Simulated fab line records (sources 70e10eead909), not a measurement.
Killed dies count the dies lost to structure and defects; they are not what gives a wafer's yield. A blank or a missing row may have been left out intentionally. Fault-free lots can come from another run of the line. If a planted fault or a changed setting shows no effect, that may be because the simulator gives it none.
Matching of chambers ; flow nandHarc ; NHARC_A_STAIRCASE_TRIM_12 on rieDiel-03: 4 sister chambers
The step chemistry O2, time 211.2 s. 8 wafers are shown with their chamber, then 9 later ones without.

## WAFERS WITH THEIR CHAMBER
wafer;chamber;showerheadPlenumPTorr (Torr);rfVppV (V)
L076.1;1;3.37;57.2
L079.6;0;3.41;58.3
L080.6;1;3.36;56.4
L081.4;2;3.73;58.4
L081.6;3;3.28;58.3
L088.3;2;3.72;58.1
L088.4;0;3.39;56.8
L088.5;3;3.80;58.2

## WAFERS WHOSE CHAMBER IS MISSING
wafer;showerheadPlenumPTorr (Torr);rfVppV (V)
L091.1;3.80;57.6
L091.5;3.39;59.3
L091.6;3.35;57.9
L093.2;3.79;58.2
L093.5;3.71;59.4
L093.6;3.79;58.3
L096.1;3.71;57.5
L096.3;3.38;57.6
L096.4;3.34;56.2

## WHICH CHAMBER EACH WENT THROUGH
wafer;from the rows above;in truth
L091.1;can't be placed: 2 or 3 or 0 or 1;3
L091.5;can't be placed: 3 or 2 or 0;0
L091.6;can't be placed: 0 or 3 or 1 or 2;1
L093.2;can't be placed: 2 or 3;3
L093.5;can't be placed: 2 or 3 or 0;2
L093.6;can't be placed: 2 or 3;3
L096.1;can't be placed: 2 or 3 or 0 or 1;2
L096.3;can't be placed: 0 or 1 or 3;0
L096.4;can't be placed: 1 or 0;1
0 of 9 placed correctly. These rows do not allow placing 9 (true chamber among the candidates in 9). Number placed wrongly: 0.
How it was worked out, from the rows above alone: a wafer's distance from a chamber is the root of the sum, over the readings, of the square of ((its reading less the chamber's mean) divided by the reading's scatter). The wafer belongs to the nearest chamber; if the next one is less than 2 further off, it can't be placed. A chamber's mean is the mean of its shown wafers. The scatter is the square root of a quotient: the sum, over the shown wafers, of each reading's squared deviation from its chamber's mean, divided by wafers minus chambers.
